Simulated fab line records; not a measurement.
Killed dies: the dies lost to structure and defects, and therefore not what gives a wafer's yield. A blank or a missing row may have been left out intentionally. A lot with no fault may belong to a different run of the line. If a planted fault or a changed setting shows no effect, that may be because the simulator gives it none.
Matching of chambers | flow n5Finfet | rieDiel-06 running N5_BEOL_M8_DESCUM_33: 4 sister chambers
The step chemistry O2, time 7 s. 22 wafers are shown with their chamber, then 11 later ones without.

EACH WAFER AND ITS CHAMBER
wafer  | chamber | throttleValvePct (%) | drypumpMotorCurrentA (A) | showerheadPlenumPTorr (Torr)
L074.1 | 2       | 19.95                | 6.1                      | 2.17
L074.2 | 3       | 20.39                | 5.8                      | 2.04
L074.3 | 1       | 20.51                | 6.2                      | 2.08
L074.4 | 0       | 19.99                | 5.7                      | 2.06
L074.5 | 2       | 19.94                | 6.1                      | 2.17
L074.6 | 3       | 20.38                | 5.8                      | 2.04
L078.1 | 2       | 19.96                | 6.1                      | 2.17
L078.4 | 3       | 20.40                | 5.8                      | 2.04
L078.6 | 3       | 20.40                | 5.8                      | 2.04
L081.1 | 2       | 19.95                | 6.1                      | 2.16
L081.5 | 3       | 20.41                | 5.8                      | 2.04
L081.6 | 2       | 19.96                | 6.1                      | 2.16
L082.1 | 2       | 19.98                | 6.1                      | 2.16
L082.2 | 1       | 20.54                | 6.2                      | 2.07
L082.3 | 0       | 20.02                | 5.7                      | 2.06
L082.4 | 0       | 20.01                | 5.7                      | 2.06
L082.5 | 1       | 20.55                | 6.1                      | 2.07
L082.6 | 2       | 19.98                | 6.1                      | 2.16
L083.1 | 2       | 19.96                | 6.1                      | 2.16
L083.2 | 0       | 20.01                | 5.7                      | 2.05
L083.3 | 1       | 20.53                | 6.1                      | 2.07
L083.4 | 2       | 19.98                | 6.1                      | 2.16

SIGNATURES (averages over the wafers above)
reading               | chamber 0 | chamber 1 | chamber 2 | chamber 3 | scatter within a chamber
throttleValvePct      | 20.0075   | 20.5325   | 19.9622   | 20.3960   | 0.0142
drypumpMotorCurrentA  | 5.700     | 6.150     | 6.100     | 5.800     | 0.0236
showerheadPlenumPTorr | 2.0575    | 2.0725    | 2.1633    | 2.0400    | 0.00441
Rule: a wafer lies at a distance from a chamber equal to the root of the sum of squares, over the readings, of (its reading less the chamber's mean, divided by the reading's scatter). The wafer belongs to the nearest chamber; if the next one is less than 2 further off, it can't be placed. The scatter is the square root of a quotient: the sum, over the shown wafers, of each reading's squared deviation from its chamber's mean, divided by wafers minus chambers.

WAFERS MISSING THEIR CHAMBER
wafer  | throttleValvePct (%) | drypumpMotorCurrentA (A) | showerheadPlenumPTorr (Torr)
L083.5 | 20.02                | 5.7                      | 2.05
L083.6 | 20.53                | 6.1                      | 2.07
L088.1 | 20.03                | 5.7                      | 2.05
L088.2 | 20.41                | 5.8                      | 2.03
L088.3 | 19.99                | 6.0                      | 2.16
L088.4 | 20.12                | 6.1                      | 2.07
L088.5 | 20.44                | 5.8                      | 2.03
L088.6 | 20.00                | 6.0                      | 2.16
L089.1 | 20.43                | 5.8                      | 2.03
L089.2 | 20.03                | 5.7                      | 2.05
L089.5 | 20.00                | 6.0                      | 2.16

WHICH CHAMBER EACH WENT THROUGH
wafer  | from the rows above | in truth
L083.5 | 0                   | 0
L083.6 | 1                   | 1
L088.1 | 0                   | 0
L088.2 | 3                   | 3
L088.3 | 2                   | 2
L088.4 | 0                   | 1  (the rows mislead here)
L088.5 | 3                   | 3
L088.6 | 2                   | 2
L089.1 | 3                   | 3
L089.2 | 0                   | 0
L089.5 | 2                   | 2
Correctly placed: 10 of 11. From these rows, 0 cannot be placed. Number placed wrongly: 1.
